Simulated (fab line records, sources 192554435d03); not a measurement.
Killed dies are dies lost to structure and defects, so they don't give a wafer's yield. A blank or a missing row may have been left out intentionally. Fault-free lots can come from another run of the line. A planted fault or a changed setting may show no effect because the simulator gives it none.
The tool behind it: which one?	flow n5_finfet	24 lots with 72 wafers sampled at 6 steps, on a route of 1938 steps

WHAT THE GAUGES READ, wafer by wafer
N5_BEOL_M3_THK_MEAS_01. Usual: M3_ILD_THK typically reads 78.8 nm, with standard deviation 0.86.
lot	measured	on	M3_ILD_THK (nm)	flag
L074	day 7 02:19	film_metro-01	78.8 78.4 79.3	
L075	day 7 10:47	film_metro-02	77.9 78.8 79.6	
L076	day 7 16:00	film_metro-01	79.3 79.3 78.8	
L077	day 7 14:19	film_metro-01	78.1 78.2 78.0	
L078	day 7 22:26	film_metro-02	79.1 78.3 79.9	
L079	day 8 01:20	film_metro-01	78.5 77.1 78.7	
L080	day 8 15:08	film_metro-02	79.6 79.7 78.9	
L081	day 8 22:52	film_metro-01	78.5 79.6 79.6	
L082	day 8 22:57	film_metro-01	77.9 79.0 79.6	
L083	day 9 07:05	film_metro-01	77.9 79.8 78.9	
L084	day 9 10:48	film_metro-01	78.8 77.9 78.4	
L085	day 10 04:20	film_metro-02	78.8 80.2 79.7	
L087	day 10 14:39	film_metro-01	78.8 78.0 78.9	
L088	day 10 14:59	film_metro-01	78.4 80.8 80.8	
L086	day 10 16:51	film_metro-02	78.2 77.6 78.2	
L089	day 10 17:29	film_metro-02	78.1 77.7 78.3	
L090	day 10 18:16	film_metro-02	78.1 79.8 79.0	
L091	day 11 07:11	film_metro-01	78.2 79.7 79.5	
L092	day 11 09:22	film_metro-02	77.8 79.4 78.3	
L093	day 11 18:52	film_metro-02	78.9 79.6 79.2	
L094	day 12 13:02	film_metro-01	78.2 77.9 79.5	
L096	day 12 14:31	film_metro-01	78.3 78.9 79.0	
L095	day 12 16:36	film_metro-01	77.2 78.5 79.1	
L097	day 13 04:41	film_metro-02	78.9 79.4 78.0	

WHAT TOOL EACH LOT RAN ON (gives the tool, then ch and the chambers of the sampled wafers, and finally the start)
lot	N5_BEOL_M1_ANNEAL_93	N5_BEOL_M2_ETCH_69	N5_BEOL_M2_ANNEAL_82	N5_BEOL_M2_ANNEAL_87	N5_BEOL_M2_ANNEAL_91
L074	pvd_sputter-01, day 6 17:34	rie_diel-01 ch 1,3, day 6 21:17	pvd_sputter-01, day 6 23:40	pvd_sputter-01, day 6 23:53	pvd_sputter-01, day 7 00:20
L075	pvd_sputter-01, day 6 21:19	rie_diel-06 ch 1,2,3, day 7 00:34	pvd_sputter-01, day 7 08:18	pvd_sputter-01, day 7 08:31	pvd_sputter-01, day 7 08:58
L076	pvd_sputter-03, day 6 23:58	rie_diel-01 ch 1,2,3, day 7 03:29	pvd_sputter-02, day 7 13:14	pvd_sputter-02, day 7 13:27	pvd_sputter-02, day 7 13:53
L077	pvd_sputter-02, day 7 00:43	rie_diel-06 ch 0,1,3, day 7 06:55	pvd_sputter-03, day 7 11:54	pvd_sputter-03, day 7 12:07	pvd_sputter-03, day 7 12:34
L078	pvd_sputter-02, day 7 12:16	rie_diel-06 ch 0,3, day 7 16:22	pvd_sputter-01, day 7 20:01	pvd_sputter-01, day 7 20:14	pvd_sputter-01, day 7 20:41
L079	pvd_sputter-02, day 7 16:46	rie_diel-01 ch 0,2,3, day 7 20:26	pvd_sputter-02, day 7 22:56	pvd_sputter-02, day 7 23:09	pvd_sputter-02, day 7 23:35
L080	pvd_sputter-01, day 8 00:02	rie_diel-01 ch 2,3, day 8 04:50	pvd_sputter-01, day 8 12:39	pvd_sputter-01, day 8 12:52	pvd_sputter-01, day 8 13:19
L081	pvd_sputter-02, day 8 07:45	rie_diel-01 ch 2,3, day 8 11:29	pvd_sputter-01, day 8 20:25	pvd_sputter-01, day 8 20:38	pvd_sputter-01, day 8 21:05
L082	pvd_sputter-02, day 8 11:44	rie_diel-01 ch 2,3, day 8 15:37	pvd_sputter-03, day 8 20:26	pvd_sputter-03, day 8 20:40	pvd_sputter-03, day 8 21:06
L083	pvd_sputter-02, day 8 18:05	rie_diel-06 ch 0,1,2, day 9 00:03	pvd_sputter-01, day 9 04:36	pvd_sputter-01, day 9 04:49	pvd_sputter-01, day 9 05:16
L084	pvd_sputter-02, day 8 22:40	rie_diel-01 ch 0,1, day 9 03:04	pvd_sputter-01, day 9 08:17	pvd_sputter-01, day 9 08:30	pvd_sputter-01, day 9 08:56
L085	pvd_sputter-03, day 9 14:57	rie_diel-01 ch 0,1,3, day 9 19:10	pvd_sputter-02, day 10 01:48	pvd_sputter-02, day 10 02:01	pvd_sputter-02, day 10 02:28
L087	pvd_sputter-02, day 10 00:08	rie_diel-06 ch 2,3, day 10 05:02	pvd_sputter-03, day 10 12:14	pvd_sputter-03, day 10 12:27	pvd_sputter-03, day 10 12:53
L088	pvd_sputter-01, day 10 02:31	rie_diel-02 ch 1,3, day 10 06:35	pvd_sputter-02, day 10 12:25	pvd_sputter-02, day 10 12:38	pvd_sputter-02, day 10 13:04
L086	pvd_sputter-03, day 10 02:46	rie_diel-06 ch 0,1,2, day 10 06:55	pvd_sputter-02, day 10 14:21	pvd_sputter-02, day 10 14:34	pvd_sputter-02, day 10 15:01
L089	pvd_sputter-03, day 10 05:22	rie_diel-02 ch 2,3, day 10 11:11	pvd_sputter-01, day 10 15:04	pvd_sputter-01, day 10 15:17	pvd_sputter-01, day 10 15:43
L090	pvd_sputter-02, day 10 06:43	rie_diel-02 ch 0,2,3, day 10 11:44	pvd_sputter-03, day 10 15:50	pvd_sputter-03, day 10 16:04	pvd_sputter-03, day 10 16:30
L091	pvd_sputter-03, day 10 20:14	rie_diel-01 ch 0,2,3, day 10 23:32	pvd_sputter-02, day 11 04:47	pvd_sputter-02, day 11 05:00	pvd_sputter-02, day 11 05:26
L092	pvd_sputter-03, day 11 00:26	rie_diel-06 ch 0,1,2, day 11 04:14	pvd_sputter-02, day 11 06:56	pvd_sputter-02, day 11 07:10	pvd_sputter-02, day 11 07:36
L093	pvd_sputter-01, day 11 07:26	rie_diel-01 ch 2,3, day 11 12:50	pvd_sputter-02, day 11 16:26	pvd_sputter-02, day 11 16:40	pvd_sputter-02, day 11 17:06
L094	pvd_sputter-02, day 11 19:52	rie_diel-06 ch 0,1,2, day 11 23:17	pvd_sputter-03, day 12 10:37	pvd_sputter-03, day 12 10:50	pvd_sputter-03, day 12 11:17
L096	pvd_sputter-01, day 11 20:29	rie_diel-06 ch 0,1,3, day 12 04:16	pvd_sputter-01, day 12 12:06	pvd_sputter-01, day 12 12:19	pvd_sputter-01, day 12 12:46
L095	pvd_sputter-03, day 11 23:37	rie_diel-02 ch 0,3, day 12 05:19	pvd_sputter-01, day 12 14:11	pvd_sputter-01, day 12 14:24	pvd_sputter-01, day 12 14:50
L097	pvd_sputter-01, day 12 17:01	rie_diel-02 ch 1,2,3, day 12 20:57	pvd_sputter-01, day 13 02:16	pvd_sputter-01, day 13 02:29	pvd_sputter-01, day 13 02:55
- N5_BEOL_M1_ANNEAL_93: time 240 s.
- N5_BEOL_M2_ETCH_69: etches SiARC in CF4, target depth 15.6 nm, time 26 s.
- N5_BEOL_M2_ANNEAL_82: time 240 s.
- N5_BEOL_M2_ANNEAL_87: time 240 s.
- N5_BEOL_M2_ANNEAL_91: time 240 s.

AS READ BY THE TOOLS THEMSELVES (means over the sampled wafers that have a number; for cases with no such wafer, the mark the record gives instead)
N5_BEOL_M1_ANNEAL_93. Usual: heater_power_w 795 W, standard deviation 68; susceptor_temp_C 400.02 C, standard deviation 0.22.
lot	tool	heater_power_w (W)	susceptor_temp_C (C)	flag
L074	pvd_sputter-01	871	400.18	
L075	pvd_sputter-01	855	399.78	
L076	pvd_sputter-03	733	400.01	
L077	pvd_sputter-02	774	400.08	
L078	pvd_sputter-02	785	399.95	
L079	pvd_sputter-02	844	400.05	
L080	pvd_sputter-01	871	400.01	
L081	pvd_sputter-02	777	399.93	
L082	pvd_sputter-02	766	399.98	
L083	pvd_sputter-02	776	400.05	
L084	pvd_sputter-02	738	399.99	
L085	pvd_sputter-03	739	400.12	
L087	pvd_sputter-02	785	399.82	
L088	pvd_sputter-01	876	399.92	
L086	pvd_sputter-03	723	400.17	
L089	pvd_sputter-03	747	400.20	
L090	pvd_sputter-02	810	400.04	
L091	pvd_sputter-03	739	399.88	
L092	pvd_sputter-03	734	399.96	
L093	pvd_sputter-01	879	400.18	
L094	pvd_sputter-02	813	399.95	
L096	pvd_sputter-01	851	400.09	
L095	pvd_sputter-03	746	400.06	
L097	pvd_sputter-01	879	399.89	

N5_BEOL_M2_ETCH_69. Usual: value, then standard deviation, for each; drypump_motor_current_A 5.8 A / 0.37; etch_rf_on_time_s 25.9 s / 0.55; mfc_ar_sccm 99.98 sccm / 0.29; oes_product_au 0.70 a.u. / 0.077; rf_vpp_V 184.3 V / 1.1; showerhead_plenum_p_Torr 2.17 Torr / 0.064; throttle_valve_pct 15.61 % / 0.25.
lot	tool	drypump_motor_current_A (A)	etch_rf_on_time_s (s)	mfc_ar_sccm (sccm)	oes_product_au (a.u.)	rf_vpp_V (V)	showerhead_plenum_p_Torr (Torr)	throttle_valve_pct (%)	flag
L074	rie_diel-01	5.6	25.6	100.00	0.72	184.2	2.22	15.69	
L075	rie_diel-06	5.9	26.0	99.85	0.73	183.6	2.14	15.65	
L076	rie_diel-01	5.7	26.1	100.16	0.66	183.7	2.19	15.72	
L077	rie_diel-06	6.0	26.0	100.18	0.73	184.1	2.14	15.72	
L078	rie_diel-06	5.9	25.5	99.88	0.73	183.7	2.11	15.72	
L079	rie_diel-01	5.7	25.7	99.91	0.70	185.2	2.24	15.62	
L080	rie_diel-01	5.7	25.9	100.09	0.65	185.0	2.22	15.72	
L081	rie_diel-01	5.7	26.2	100.11	0.65	185.0	2.22	15.73	
L082	rie_diel-01	5.5	25.8	99.89	0.71	185.2	2.25	15.72	
L083	rie_diel-06	6.1	25.9	99.70	0.75	183.1	2.12	15.57	
L084	rie_diel-01	6.1	25.9	100.05	0.80	184.5	2.15	15.34	
L085	rie_diel-01	5.8	25.7	100.12	0.76	185.5	2.21	15.50	
L087	rie_diel-06	5.5	26.3	100.03	0.63	183.5	2.11	15.82	
L088	rie_diel-02	5.5	26.1	100.07	0.69	184.0	2.19	15.49	
L086	rie_diel-06	6.1	26.0	100.04	0.74	184.3	2.12	15.60	
L089	rie_diel-02	5.7	26.3	100.05	0.72	184.0	2.17	15.16	
L090	rie_diel-02	5.9	25.9	99.85	0.72	184.1	2.16	15.23	
L091	rie_diel-01	5.7	26.1	100.04	0.67	185.1	2.23	15.67	
L092	rie_diel-06	6.1	25.8	100.08	0.74	183.2	2.12	15.62	
L093	rie_diel-01	5.5	25.8	99.91	0.67	185.0	2.24	15.77	
L094	rie_diel-06	6.1	25.6	100.37	0.73	183.3	2.11	15.63	
L096	rie_diel-06	6.0	26.0	100.09	0.68	183.3	2.12	15.81	
L095	rie_diel-02	5.8	26.0	99.82	0.70	184.7	2.16	15.32	
L097	rie_diel-02	5.7	25.9	100.15	0.68	184.8	2.18	15.52	

N5_BEOL_M2_ANNEAL_82. Usual: heater_power_w 816 W, standard deviation 67; susceptor_temp_C 400.00 C, standard deviation 0.23.
lot	tool	heater_power_w (W)	susceptor_temp_C (C)	flag
L074	pvd_sputter-01	883	400.03	
L075	pvd_sputter-01	867	399.99	
L076	pvd_sputter-02	752	399.92	
L077	pvd_sputter-03	734	399.88	
L078	pvd_sputter-01	885	400.08	
L079	pvd_sputter-02	783	400.07	
L080	pvd_sputter-01	875	400.10	
L081	pvd_sputter-01	859	399.85	
L082	pvd_sputter-03	735	399.80	
L083	pvd_sputter-01	883	400.31	
L084	pvd_sputter-01	858	399.95	
L085	pvd_sputter-02	740	400.29	
L087	pvd_sputter-03	736	400.14	
L088	pvd_sputter-02	727	399.99	
L086	pvd_sputter-02	792	400.15	
L089	pvd_sputter-01	859	399.88	
L090	pvd_sputter-03	728	399.96	
L091	pvd_sputter-02	842	400.16	
L092	pvd_sputter-02	776	400.04	
L093	pvd_sputter-02	809	400.00	
L094	pvd_sputter-03	728	400.20	
L096	pvd_sputter-01	883	400.08	
L095	pvd_sputter-01	869	399.98	
L097	pvd_sputter-01	880	399.89	

N5_BEOL_M2_ANNEAL_87. Usual: heater_power_w 814 W, standard deviation 65; susceptor_temp_C 400.03 C, standard deviation 0.22.
lot	tool	heater_power_w (W)	susceptor_temp_C (C)	flag
L074	pvd_sputter-01	869	399.89	
L075	pvd_sputter-01	856	400.35	
L076	pvd_sputter-02	738	400.11	
L077	pvd_sputter-03	731	400.07	
L078	pvd_sputter-01	869	400.02	
L079	pvd_sputter-02	794	400.05	
L080	pvd_sputter-01	850	400.30	
L081	pvd_sputter-01	873	400.12	
L082	pvd_sputter-03	729	400.04	
L083	pvd_sputter-01	896	400.26	
L084	pvd_sputter-01	861	399.73	
L085	pvd_sputter-02	745	399.99	
L087	pvd_sputter-03	751	399.94	
L088	pvd_sputter-02	737	400.00	
L086	pvd_sputter-02	794	399.99	
L089	pvd_sputter-01	863	400.08	
L090	pvd_sputter-03	733	399.72	
L091	pvd_sputter-02	847	400.12	
L092	pvd_sputter-02	778	399.90	
L093	pvd_sputter-02	821	399.94	
L094	pvd_sputter-03	722	399.99	
L096	pvd_sputter-01	887	399.91	
L095	pvd_sputter-01	874	399.74	
L097	pvd_sputter-01	868	400.09	

N5_BEOL_M2_ANNEAL_91. Usual: heater_power_w 816 W, standard deviation 66; susceptor_temp_C 400.00 C, standard deviation 0.24.
lot	tool	heater_power_w (W)	susceptor_temp_C (C)	flag
L074	pvd_sputter-01	866	400.01	
L075	pvd_sputter-01	874	399.93	
L076	pvd_sputter-02	738	400.22	
L077	pvd_sputter-03	739	400.01	
L078	pvd_sputter-01	879	399.87	
L079	pvd_sputter-02	783	400.06	
L080	pvd_sputter-01	870	400.22	
L081	pvd_sputter-01	866	400.04	
L082	pvd_sputter-03	741	399.95	
L083	pvd_sputter-01	888	400.27	
L084	pvd_sputter-01	868	399.86	
L085	pvd_sputter-02	729	400.06	
L087	pvd_sputter-03	757	400.37	
L088	pvd_sputter-02	749	399.86	
L086	pvd_sputter-02	786	400.14	
L089	pvd_sputter-01	860	399.89	
L090	pvd_sputter-03	727	400.14	
L091	pvd_sputter-02	840	400.22	
L092	pvd_sputter-02	769	399.82	
L093	pvd_sputter-02	816	399.88	
L094	pvd_sputter-03	725	399.86	
L096	pvd_sputter-01	886	400.47	
L095	pvd_sputter-01	860	400.03	
L097	pvd_sputter-01	875	400.03	

THE ANSWER, worked out from the rows above alone
Rule: take the mean of a lot's wafers that have a number; if it is more than 3 standard deviations from the usual mean, the lot is off. A lot without any number at a reading at which 4 lots or more have one is off too. The other lots that the step has rows for count as sound. First the gauges in route order, then the tools' own readings, where a lot's mean is used as printed above. At the first step where some lot is off, the reading lying furthest off is the one used; lots without a number count as furthest.
Nothing can be told from this: no lot is off at any reading shown.

WHAT HAD BEEN PUT IN BY THE SIMULATOR
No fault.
